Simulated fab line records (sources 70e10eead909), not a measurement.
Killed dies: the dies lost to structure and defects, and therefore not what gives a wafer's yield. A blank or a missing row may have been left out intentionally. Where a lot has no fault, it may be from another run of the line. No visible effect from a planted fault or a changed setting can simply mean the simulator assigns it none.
Chamber matching | flow nandHarc | NHARC_A_DECK1_JOINT_CMP_02 on cmp-01 has 4 sister chambers
The step polishes SiOx. 8 wafers are shown with their chamber, then 7 later ones without.

== EACH WAFER AND ITS CHAMBER ==
wafer  | chamber | motorCurrentA (A)
L082.1 | 2       | 13.2
L082.2 | 0       | 12.3
L082.6 | 2       | 14.3
L081.1 | 1       | 13.5
L081.3 | 0       | 12.8
L081.4 | 3       | 11.3
L088.1 | 3       | 10.6
L088.5 | 1       | 13.8

== WAFERS WHOSE CHAMBER IS MISSING ==
wafer  | motorCurrentA (A)
L088.6 | 12.7
L087.2 | 11.7
L087.4 | 13.0
L087.5 | 10.7
L092.1 | 13.0
L092.2 | 12.2
L092.4 | 13.6

== CHAMBER TAKEN BY EACH ==
wafer  | from the rows above          | in truth
L088.6 | can't be placed: 0 or 1 or 2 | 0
L087.2 | can't be placed: 3 or 0      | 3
L087.4 | can't be placed: 0 or 1 or 2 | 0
L087.5 | 3                            | 3
L092.1 | can't be placed: 0 or 1 or 2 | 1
L092.2 | can't be placed: 0 or 3      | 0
L092.4 | can't be placed: 1 or 2 or 0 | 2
Placed correctly: 1 of 7. From these rows, 6 cannot be placed; in 6 the true chamber is one of the candidates. 0 placed wrongly.
How it was worked out, from the rows above alone: a wafer's distance from a chamber is the root of the sum, over the readings, of the square of ((its reading less the chamber's mean) divided by the reading's scatter). The wafer belongs to the nearest chamber; if the next one is less than 2 further off, it can't be placed. Each chamber's mean is taken over the wafers shown for it. The scatter is the square root of a quotient: the sum, over the shown wafers, of each reading's squared deviation from its chamber's mean, divided by wafers minus chambers.
